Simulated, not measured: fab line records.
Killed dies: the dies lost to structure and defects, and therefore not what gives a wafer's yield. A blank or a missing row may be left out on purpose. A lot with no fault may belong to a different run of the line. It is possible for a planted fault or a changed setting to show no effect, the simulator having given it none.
Comparing a struck lot with a sound one | flow nandHarc | 15 steps out of a route of 1302
Sound: the wafers L830.1, L830.2, L830.4. Struck: wafer L824.4 (left out: L824.3, L824.6 of the same lot, which were not struck); the cause appears at the end.
At each step with rows: each side's tool, then ch and its chambers, then its first start. Under that, the readings that differ: sound wafers | struck wafers | difference of the means | sigmas: that difference in standard deviations of wafers without a fault.
alike: words and numbers the same on both sides, and readings whose means are apart by under 2 such deviations; not compared: readings that were withheld, readings missing a value for some wafer, numbers with overlapping values and no deviation given by the record, and bounds like >300 which may hide the same value.
Wherever a step has rows on one side only, a row that says differs or no value, or a row with sigmas, the two part there. Numbers that have no deviation but don't overlap get no sigmas and don't part them. A reading missing from all wafers of one side parts the sides only when that side holds two or more wafers.

NHARC_A_CHANNEL_HOLE_D1_STRIP_27: strips in O2.
  sound on rieDiel-11 ch 1,2,3; struck on rieDiel-11 ch 3
reading             | sound | struck | difference | sigmas
rfHoursCounterH (h) | 7 6 6 | 1      | -5         | 
  alike: drypumpMotorCurrentA, oesProductAu, rfVppV, showerheadPlenumPTorr, throttleValvePct
then, 2 steps without rows for these wafers: NHARC_A_CHANNEL_HOLE_D1_PRECLEAN_28 (cleans in SC1); NHARC_A_CHANNEL_HOLE_D1_SRD_29.
NHARC_A_CHANNEL_HOLE_D1_CD_MEAS_30:
  sound: cdSem-02 at day 14 19:19; struck: cdSem-01 at day 12 07:08
  alike: cdNm
NHARC_A_CHANNEL_HOLE_D1_XSEM_31:
  sound on xsem-01 ch 0, day 14 19:23; struck on xsem-02 ch 0, day 12 07:14
  alike: botCdNm, bowNm, tiltDeg
NHARC_A_CHANNEL_HOLE_D1_INSPECT_40:
  sound: defectInspect-01 at day 14 19:29; struck: defectInspect-01 at day 12 07:19
  alike: rawDefectCount
then, 3 steps without rows for these wafers: NHARC_A_CHANNEL_FILL_D1_PRECLEAN_00 (cleans in SC1); NHARC_A_CHANNEL_FILL_D1_SRD_01; NHARC_A_CHANNEL_FILL_D1_ALD_02 (deposits SiO2, target thk 6 nm, pulse time 10 s, ald cycles 60).
NHARC_A_CHANNEL_FILL_D1_ALD_03: deposits SiNx, target thk 6 nm, pulse time 60 s, ald cycles 58.
  sound on aldSinBatch-02 ch 0; struck on aldSinBatch-01 ch 0
  alike: precursorPulseHeightRel
  not compared: aldCycles
NHARC_A_CHANNEL_FILL_D1_ALD_14: deposits SiO2, target thk 2.5 nm, pulse time 10 s, ald cycles 25.
  sound on aldHk-04 ch 0,1,2, day 15 02:44; struck on aldHk-03 ch 2, day 12 12:13
  alike: heaterPowerW, precursorPulseHeightRel
  not compared: aldCycles
NHARC_A_CHANNEL_FILL_D1_ALD_15: deposits SiNx, target thk 2 nm, pulse time 60 s, ald cycles 19.
  sound on aldSinBatch-01 ch 0; struck on aldSinBatch-01 ch 0
  alike: precursorPulseHeightRel
  not compared: aldCycles
NHARC_A_CHANNEL_FILL_D1_ALD_16: deposits SiO2, target thk 1.5 nm, pulse time 10 s, ald cycles 15.
  sound on aldHk-02 ch 0,1,3, day 15 07:56; struck on aldHk-04 ch 0, day 12 17:08
reading                 | sound             | struck | difference | sigmas
aldCycles               | 15 15 15          | 21     | +6         | 
precursorPulseHeightRel | 1.015 0.997 0.979 | 1.038  | +0.041     | +2
  alike: heaterPowerW
then, 1 step without rows for these wafers: NHARC_A_CHANNEL_FILL_D1_ANNEAL_17 (time 1800 s).
-- jump in the record: it breaks off in module A_CHANNEL_FILL_D1 and resumes in module END (first step shown: number 1302 of the route), and 15 days separate the struck wafers' starts before and after --
NHARC_END_SORT_01:
  sound on prober-02 ch 0, day 30 12:38; struck on prober-02 ch 0, day 27 18:29
  alike: killedAtArray, killedAtOther, killedAtPeriphery, killedDies, killedOpen, killedShort

== WHERE THEY PART ==
Only at NHARC_A_CHANNEL_FILL_D1_ALD_16, within this record. Later steps at which nothing parts them and some readings are alike: NHARC_END_SORT_01.

WHY: the cause the simulator had injected
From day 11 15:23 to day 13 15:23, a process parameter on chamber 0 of aldHk-04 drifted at NHARC_A_CHANNEL_FILL_D1_ALD_16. From 15, the setting aldCycles moved by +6. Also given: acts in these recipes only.
